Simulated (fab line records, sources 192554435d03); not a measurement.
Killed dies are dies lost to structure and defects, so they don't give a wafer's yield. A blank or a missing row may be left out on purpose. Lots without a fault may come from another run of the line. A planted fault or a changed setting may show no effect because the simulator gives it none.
One fault seen from 2 desks | flow n5_finfet | each desk has only its own numbers; what lay behind them comes last

THE METROLOGY DESK
What the gauges read, lot by lot, whatever tool the lot ran on: means of the sampled wafers that have a number. A lot is out of limits, marked OUT, if its mean lies more than 4 standard deviations from the usual mean; the brackets give that distance. Of its 11 readings 7 are shown: those that lie furthest out on some lot.
Columns: A = cd_nm at N5_FIN_SAQP_CD_MEAS_27, usual 20.32 nm; B = IOFF_N at N5_BEOL_M4_RC_MEAS_101, usual 0.16 nA/um; C = IOFF_P at N5_BEOL_M4_RC_MEAS_101, usual 0.21 nA/um; D = ION_N at N5_BEOL_M4_RC_MEAS_101, usual 675 uA/um; E = SS_P at N5_BEOL_M4_RC_MEAS_101, usual 73.3 mV/dec; F = VT_N at N5_BEOL_M4_RC_MEAS_101, usual 249 mV; G = VT_P at N5_BEOL_M4_RC_MEAS_101, usual -250 mV
lot  | first seen here | A     | B    | C    | D   | E    | F   | G
L761 | day 2 18:34     | 20.19 | 0.12 | 0.15 | 663 | 72.6 | 254 | -255
L762 | day 2 23:47     | 20.29 | 0.18 | 0.25 | 680 | 73.7 | 247 | -248
L766 | day 3 23:55     | 20.42 | 0.14 | 0.20 | 658 | 73.0 | 251 | -251
L773 | day 5 19:13     | 20.36 | 0.18 | 0.24 | 675 | 73.3 | 248 | -247
L775 | day 6 05:50     | 20.50 | 0.16 | 0.22 | 677 | 72.9 | 249 | -246
L779 | day 7 06:38     | 20.62 | 0.21 | 0.24 | 689 | 74.1 | 245 | -251
This desk's finding: nothing out of limits on any of the 6 lots.

THE TOOL OWNER'S DESK: rie_si-01
The tool's own readings at N5_FIN_SAQP_ETCH_65 (etches SiO2 in CF4, target depth 4 nm, time 4.4 s): means of the sampled wafers that have a number, for each lot that ran on this tool. A lot is out of limits, marked OUT, if its mean lies more than 4 standard deviations from the usual mean; the brackets give that distance.
Columns: A = cf4_flow_sccm at N5_FIN_SAQP_ETCH_65, usual 80.03 sccm; B = chamber_pressure_mTorr at N5_FIN_SAQP_ETCH_65, usual 10.000 mTorr; C = drypump_motor_current_A at N5_FIN_SAQP_ETCH_65, usual 5.9 A; D = oes_product_au at N5_FIN_SAQP_ETCH_65, usual 1.000 a.u.; E = throttle_valve_pct at N5_FIN_SAQP_ETCH_65, usual 21.71 %
lot  | first seen here | A     | B      | C   | D                | E
L761 | day 2 18:44     | 80.12 | 10.001 | 6.4 | 1.196 (+9.3) OUT | 21.66
L766 | day 4 00:06     | 80.17 | 9.998  | 6.1 | 1.093 (+4.4) OUT | 21.87
L779 | day 7 06:47     | 80.20 | 10.008 | 5.6 | 1.005            | 21.75
This desk's finding: out of limits on L761, L766; first on L761, day 2 18:44 (oes_product_au at N5_FIN_SAQP_ETCH_65). In limits: L779.

PUT TOGETHER
The tool owner's desk could have raised an alarm at day 2 18:44, on L761, L766.
The metrology desk saw nothing out of limits.
The metrology desk has L761, L766 on record, within its limits.
Of the lots named, all ran N5_FIN_SAQP_ETCH_65 on rie_si-01.

WHAT THE SIMULATOR HAD PUT IN
Process parameter drift: rie_si-01, from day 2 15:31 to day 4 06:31, at N5_FIN_SAQP_ETCH_65. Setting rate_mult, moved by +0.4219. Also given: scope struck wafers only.
Lots struck among those shown: L761, L766.
Hours from the fault's start to each desk's first reading out of limits: the tool owner's desk, 3.
